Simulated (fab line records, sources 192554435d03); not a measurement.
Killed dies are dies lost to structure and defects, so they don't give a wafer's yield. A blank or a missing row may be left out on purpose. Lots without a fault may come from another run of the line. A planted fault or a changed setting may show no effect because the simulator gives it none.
Chamber matching | flow n5_finfet | N5_FIN_SAQP_STRIP_70 on rie_diel-01: 4 sister chambers
The step strips in N2/H2. 8 wafers are shown with their chamber, then 8 later ones without.

WAFERS WITH THEIR CHAMBER
wafer  | chamber | drypump_motor_current_A (A) | showerhead_plenum_p_Torr (Torr)
L076.2 | 3       | 5.7                         | 3.31
L076.5 | 1       | 5.9                         | 3.48
L078.1 | 2       | 6.1                         | 3.57
L078.4 | 0       | 5.3                         | 3.57
L085.1 | 3       | 5.7                         | 3.30
L085.2 | 2       | 6.1                         | 3.56
L085.3 | 0       | 5.2                         | 3.56
L088.2 | 1       | 5.9                         | 3.46

WAFERS WITHOUT THEIR CHAMBER
wafer  | drypump_motor_current_A (A) | showerhead_plenum_p_Torr (Torr)
L088.3 | 6.1                         | 3.56
L088.5 | 5.2                         | 3.55
L092.2 | 6.1                         | 3.55
L092.5 | 5.7                         | 3.29
L092.6 | 5.3                         | 3.55
L093.1 | 6.1                         | 3.55
L093.3 | 5.7                         | 3.29
L093.6 | 5.7                         | 3.29

WHICH CHAMBER EACH WENT THROUGH
wafer  | from the rows above | in truth
L088.3 | 2                   | 2
L088.5 | 0                   | 0
L092.2 | 2                   | 2
L092.5 | 3                   | 3
L092.6 | 0                   | 0
L093.1 | 2                   | 2
L093.3 | 3                   | 3
L093.6 | 3                   | 3
Placed correctly: 8 of 8. Can't be placed from these rows: 0. Placed wrongly: 0.
How it was worked out, from the rows above alone: a wafer's distance from a chamber is the root of the sum, over the readings, of the square of ((its reading less the chamber's mean) divided by the reading's scatter). The wafer belongs to the nearest chamber; if the next one is less than 2 further off, it can't be placed. A chamber's mean is the mean of its shown wafers. The scatter: the root of (the sum of the squares of (reading less its chamber's mean) over the shown wafers, divided by (wafers less chambers)).
